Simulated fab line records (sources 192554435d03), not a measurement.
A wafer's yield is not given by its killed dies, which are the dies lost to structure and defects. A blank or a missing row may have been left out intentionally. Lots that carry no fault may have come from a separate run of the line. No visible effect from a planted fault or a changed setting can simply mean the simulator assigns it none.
Split-lot study / flow n5-finfet / on a route of 1938 steps: 7 lots, 21 wafers read

## ON THE SPLIT
At N5_HKMG_FIN_HK_ALD_01 (deposits HfO2, target thk 1.6 nm, pulse time 3 s, purge time 3 s), the setting ald-cycles was moved away from the recipe's 30 on 5 of the 21 wafers read, by -13.3%. The other wafers ran this setting at the recipe's value.

## FROM THE SPLIT TO THE READING: what the file shows between them, 5 steps
- N5_HKMG_FIN_ETCH_58: etches SOC in N2/H2, target depth 215.8 nm, time 741 s (also split here: source-w)
- N5_HKMG_FIN_STRIP_93: strips SOC in N2/H2, time 20 s
- N5_HKMG_FIN_WET_ETCH_76: etches Al2O3 in dNH4OH, stops on La2O3, target depth 2.25 nm, rinse time 30 s
- N5_HKMG_FIN_WET_ETCH_82: etches La2O3 in dHCl, stops on HfO2, target depth 2 nm, rinse time 30 s
- N5_HKMG_FIN_ALD_36: deposits TiN, target thk 1 nm, pulse time 1 s, purge time 3 s

## THE READING
HK_THK, in nm, at N5_HKMG_FIN_THK_MEAS_70 (measures by xrf). A value of 1.606 nm with a standard deviation of 0.02 nm is what fault-free wafers of this fab line usually give.

wafer=L077.3; tool, chamber at the split=ald-hk-03, 2,0,3; ald-cycles as run=30; against the recipe=recipe; HK_THK, nm=1.616; against lot-mates on the recipe=-
wafer=L077.4; tool, chamber at the split=ald-hk-03, 2,0,3; ald-cycles as run=30; against the recipe=recipe; HK_THK, nm=1.625; against lot-mates on the recipe=-
wafer=L077.5; tool, chamber at the split=ald-hk-03, 2,0,3; ald-cycles as run=30; against the recipe=recipe; HK_THK, nm=1.606; against lot-mates on the recipe=-
wafer=L079.1; tool, chamber at the split=ald-hk-03, 3; ald-cycles as run=26; against the recipe=-13.3%; HK_THK, nm=1.361; against lot-mates on the recipe=-0.225
wafer=L079.3; tool, chamber at the split=ald-hk-03, 0,3; ald-cycles as run=30; against the recipe=recipe; HK_THK, nm=1.585; against lot-mates on the recipe=-
wafer=L079.5; tool, chamber at the split=ald-hk-03, 0,3; ald-cycles as run=30; against the recipe=recipe; HK_THK, nm=1.587; against lot-mates on the recipe=-
wafer=L080.2; tool, chamber at the split=ald-hk-01, 3,3,2; ald-cycles as run=30; against the recipe=recipe; HK_THK, nm=1.645; against lot-mates on the recipe=-
wafer=L080.5; tool, chamber at the split=ald-hk-01, 3,3,2; ald-cycles as run=30; against the recipe=recipe; HK_THK, nm=1.611; against lot-mates on the recipe=-
wafer=L080.6; tool, chamber at the split=ald-hk-01, 3,3,2; ald-cycles as run=30; against the recipe=recipe; HK_THK, nm=1.638; against lot-mates on the recipe=-
wafer=L085.1; tool, chamber at the split=ald-hk-03, 2; ald-cycles as run=30; against the recipe=recipe; HK_THK, nm=1.637; against lot-mates on the recipe=-
wafer=L085.5; tool, chamber at the split=ald-hk-03, 3; ald-cycles as run=26; against the recipe=-13.3%; HK_THK, nm=1.392; against lot-mates on the recipe=-0.239
wafer=L085.6; tool, chamber at the split=ald-hk-03, 2; ald-cycles as run=30; against the recipe=recipe; HK_THK, nm=1.624; against lot-mates on the recipe=-
wafer=L088.2; tool, chamber at the split=ald-hk-03, 0,2,1; ald-cycles as run=26; against the recipe=-13.3%; HK_THK, nm=1.413; against lot-mates on the recipe=no lot-mate on the recipe
wafer=L088.3; tool, chamber at the split=ald-hk-03, 0,2,1; ald-cycles as run=26; against the recipe=-13.3%; HK_THK, nm=1.392; against lot-mates on the recipe=no lot-mate on the recipe
wafer=L088.6; tool, chamber at the split=ald-hk-03, 0,2,1; ald-cycles as run=26; against the recipe=-13.3%; HK_THK, nm=1.387; against lot-mates on the recipe=no lot-mate on the recipe
wafer=L092.1; tool, chamber at the split=ald-hk-02, 2,1,0; ald-cycles as run=30; against the recipe=recipe; HK_THK, nm=1.582; against lot-mates on the recipe=-
wafer=L092.2; tool, chamber at the split=ald-hk-02, 2,1,0; ald-cycles as run=30; against the recipe=recipe; HK_THK, nm=1.612; against lot-mates on the recipe=-
wafer=L092.3; tool, chamber at the split=ald-hk-02, 2,1,0; ald-cycles as run=30; against the recipe=recipe; HK_THK, nm=1.620; against lot-mates on the recipe=-
wafer=L095.1; tool, chamber at the split=ald-hk-03, 1,3,3; ald-cycles as run=30; against the recipe=recipe; HK_THK, nm=1.626; against lot-mates on the recipe=-
wafer=L095.3; tool, chamber at the split=ald-hk-03, 1,3,3; ald-cycles as run=30; against the recipe=recipe; HK_THK, nm=1.605; against lot-mates on the recipe=-
wafer=L095.6; tool, chamber at the split=ald-hk-03, 1,3,3; ald-cycles as run=30; against the recipe=recipe; HK_THK, nm=1.617; against lot-mates on the recipe=-
The file does not say which wafer passed through which chamber wherever a row lists several chambers: such a row stands for several wafers.

FIT RESULTS
A straight line over all 21 wafers: HK_THK changes by +0.0169 nm for each +1% of ald-cycles; r = +0.98; the points scatter about the line by 0.019 nm.
The same after taking each lot's own level away (the mean of its wafers on the recipe; 18 wafers): +0.0174 nm for each +1%; r = +0.99; scatter 0.011 nm.
On that fit, the largest move of ald-cycles shifts the reading by 0.23 nm.
Across the lots, their own levels run from 1.5860 to 1.6313 nm, a range of 2.3 times the standard deviation given above.
Consequently the slope shifts little with the lot-to-lot level, the two slopes agreeing.
Check: -0.239 nm against its lot-mates is what the line predicts for one of the wafers moved furthest among these (-13.3%) when that wafer is left out of the fit. It came out at -0.225 nm against them.

## THE OTHER SPLITS THESE WAFERS WENT THROUGH
Before the reading, these wafers also passed through other splits. Each is held against what the fit with the lots' levels taken away leaves over:
other split on the same wafers=N5_HKMG_FIN_ETCH_58 source-w; wafers away from the commonest value=9; r with HK_THK (lot level and that fit taken away)=-0.22

## FILE'S OWN FIT
HK_THK changes by +0.0174 nm for each +1% of ald-cycles, r = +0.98.
